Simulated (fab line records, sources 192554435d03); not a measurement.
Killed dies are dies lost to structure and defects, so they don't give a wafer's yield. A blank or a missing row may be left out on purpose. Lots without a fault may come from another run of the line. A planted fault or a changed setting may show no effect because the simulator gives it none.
Chamber matching | flow n5_finfet | N5_BEOL_M0_STRIP_142 on rie_diel-04: 4 sister chambers
The step strips in N2/H2, time 10 s. 18 wafers are shown with their chamber, then 9 later ones without.

WAFERS WITH THEIR CHAMBER
wafer  | chamber | showerhead_plenum_p_Torr (Torr) | drypump_motor_current_A (A) | throttle_valve_pct (%)
L075.2 | 0       | 2.51                            | 5.43                        | 23.8
L075.3 | 1       | 2.60                            | 6.08                        | 23.9
L075.5 | 3       | 2.72                            | 6.01                        | 23.6
L076.1 | 0       | 2.51                            | 5.40                        | 23.7
L076.4 | 1       | 2.60                            | 6.06                        | 23.9
L076.5 | 2       | 2.42                            | 5.47                        | 24.3
L078.1 | 2       | 2.42                            | 5.45                        | 24.3
L078.2 | 0       | 2.51                            | 5.44                        | 23.7
L078.3 | 3       | 2.71                            | 6.03                        | 23.6
L083.2 | 1       | 2.60                            | 6.07                        | 23.4
L083.3 | 3       | 2.71                            | 6.03                        | 23.7
L083.5 | 3       | 2.71                            | 6.03                        | 23.6
L086.2 | 0       | 2.50                            | 5.44                        | 23.8
L086.3 | 2       | 2.41                            | 5.46                        | 24.3
L086.4 | 3       | 2.70                            | 6.03                        | 23.7
L087.1 | 1       | 2.59                            | 6.04                        | 23.4
L087.2 | 2       | 2.41                            | 5.46                        | 24.3
L087.6 | 0       | 2.50                            | 5.50                        | 23.8

SIGNATURES (means of the wafers above)
reading                  | chamber 0 | chamber 1 | chamber 2 | chamber 3 | scatter within a chamber
showerhead_plenum_p_Torr | 2.5060    | 2.5975    | 2.4150    | 2.7100    | 0.00595
drypump_motor_current_A  | 5.4420    | 6.0625    | 5.4600    | 6.0260    | 0.0218
throttle_valve_pct       | 23.760    | 23.650    | 24.300    | 23.640    | 0.14
Rule: a wafer's distance from a chamber is the root of the sum, over the readings, of the square of ((its reading less the chamber's mean) divided by the reading's scatter). The wafer belongs to the nearest chamber; if the next one is less than 2 further off, it can't be placed. The scatter: the root of (the sum of the squares of (reading less its chamber's mean) over the shown wafers, divided by (wafers less chambers)).

WAFERS WITHOUT THEIR CHAMBER
wafer  | showerhead_plenum_p_Torr (Torr) | drypump_motor_current_A (A) | throttle_valve_pct (%)
L090.2 | 2.41                            | 5.46                        | 24.3
L090.3 | 2.50                            | 5.46                        | 23.8
L090.4 | 2.59                            | 6.04                        | 23.4
L093.1 | 2.41                            | 5.45                        | 24.3
L093.2 | 2.70                            | 6.03                        | 23.7
L093.4 | 2.59                            | 6.04                        | 23.4
L097.1 | 2.69                            | 6.01                        | 23.7
L097.5 | 2.49                            | 5.40                        | 23.5
L097.6 | 2.58                            | 6.06                        | 23.4

WHICH CHAMBER EACH WENT THROUGH
wafer  | from the rows above | in truth
L090.2 | 2                   | 2
L090.3 | 0                   | 0
L090.4 | 1                   | 1
L093.1 | 2                   | 2
L093.2 | 3                   | 3
L093.4 | 1                   | 1
L097.1 | 3                   | 3
L097.5 | 0                   | 0
L097.6 | 1                   | 1
Placed correctly: 9 of 9. Can't be placed from these rows: 0. Placed wrongly: 0.
